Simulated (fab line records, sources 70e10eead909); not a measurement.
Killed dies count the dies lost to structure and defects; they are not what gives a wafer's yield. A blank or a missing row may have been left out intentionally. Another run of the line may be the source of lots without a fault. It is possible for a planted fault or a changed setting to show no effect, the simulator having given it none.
A struck lot beside a sound one / flow nand_harc / 12 steps out of a route of 1302
Sound: the wafers L359.2, L359.4, L359.6. Wafers L357.1, L357.2, L357.4 were the ones struck. At the end, the cause is stated.
Each step with rows lists, per side, the tool, then ch with its chambers, then its first start. Under that, the readings that differ: sound wafers / struck wafers / difference of the means / sigmas: that difference in standard deviations of wafers without a fault.
alike: words and numbers the same on both sides, and readings whose means are apart by under 2 such deviations; not compared: readings that were withheld, readings missing a value for some wafer, numbers with overlapping values and no deviation given by the record, and bounds like >300 which may hide the same value.
The two part at a step that has a row with sigmas, a row that says differs or no value, or rows on one side only. Numbers that don't overlap but have no deviation are shown without sigmas and don't part them. A reading missing from all wafers of one side parts the sides only when that side holds two or more wafers.

NHARC_A_CHANNEL_FILL_D1_ETCHBACK_08: etches the open film in C4F8, target depth 220 nm, time 110 s.
  sound on rie_diel-12 ch 0,1; struck on rie_diel-13 ch 0,1,3
reading=oes_product_au (a.u.); sound=0.99 0.99 1.00; struck=0.91 0.91 0.92; difference=-0.08; sigmas=-2
  alike: chamber_pressure_mTorr, rf_vpp_V
  not compared: rf_hours_counter_h
NHARC_A_CHANNEL_FILL_D1_STRIP_29: strips in O2, time 20 s.
  sound on rie_diel-12 ch 0,3; struck on rie_diel-13 ch 0,2,3
  alike: chamber_pressure_mTorr, drypump_motor_current_A, o2_flow_sccm, oes_product_au, rf_vpp_V, showerhead_plenum_p_Torr, throttle_valve_pct
  not compared: rf_hours_counter_h
then, 3 steps without rows for these wafers: NHARC_A_CHANNEL_FILL_D1_PRECLEAN_30 (cleans in dHF, time 30 s); NHARC_A_CHANNEL_FILL_D1_SRD_31; NHARC_A_CHANNEL_FILL_D1_CVD_09 (deposits poly-Si, target thk 150 nm, time 3000 s).
NHARC_A_CHANNEL_FILL_D1_CMP_10: polishes, target thk 150 nm.
  sound on cmp-02 ch 0,2,3, day 15 18:02; struck on cmp-04 ch 1,2,3, day 14 22:07
reading=time_to_endpoint_s (s); sound=20.2 18.8 17.8; struck=13.5 14.7 16.0; difference=-4.2; sigmas=-2
  alike: edge_zone_pressure_frac, motor_current_A
  not compared: pad_life_wafers
then, 1 step without rows for these wafers: NHARC_A_CHANNEL_FILL_D1_SRD_12.
NHARC_A_CHANNEL_FILL_D1_INSPECT_13:
  sound: defect_inspect-01 at day 15 18:23; struck: defect_inspect-01 at day 14 22:32
  alike: raw_defect_count
NHARC_A_DECK1_JOINT_ETCHBACK_07: etches the open film in HBr, target depth 105 nm, time 26.9 s.
  sound on rie_si-02 ch 0,1,2, day 15 18:27; struck on rie_si-02 ch 0,2,3, day 14 22:35
  alike: chamber_pressure_mTorr, drypump_motor_current_A, he_backside_leak_sccm, oes_product_au, throttle_valve_pct
  not compared: rf_hours_counter_h
then, 1 step without rows for these wafers: NHARC_A_DECK1_JOINT_ETCH_25 (etches SiO2 in dHF, target depth 0.5 nm).
NHARC_A_DECK1_JOINT_ETCH_19: etches poly-Si in TMAH, target depth 3 nm.
  sound on wet_bench-01 ch 4,5,7, day 15 18:38; struck on wet_bench-04 ch 4,5,6, day 14 22:46
  no value came back on the struck wafers for bath_heat_duty_pct (%), temp_c (C); on the sound wafers bath_heat_duty_pct (%) reads 6.7 4.9 6.7
then, 1 step without rows for these wafers: NHARC_A_DECK1_JOINT_ETCH_18 (etches SiO2 in dHF, target depth 3 nm).

WHERE THEY PART
First at NHARC_A_CHANNEL_FILL_D1_ETCHBACK_08; last, within this record, at NHARC_A_DECK1_JOINT_ETCH_19.

WHY: what the simulator had put in
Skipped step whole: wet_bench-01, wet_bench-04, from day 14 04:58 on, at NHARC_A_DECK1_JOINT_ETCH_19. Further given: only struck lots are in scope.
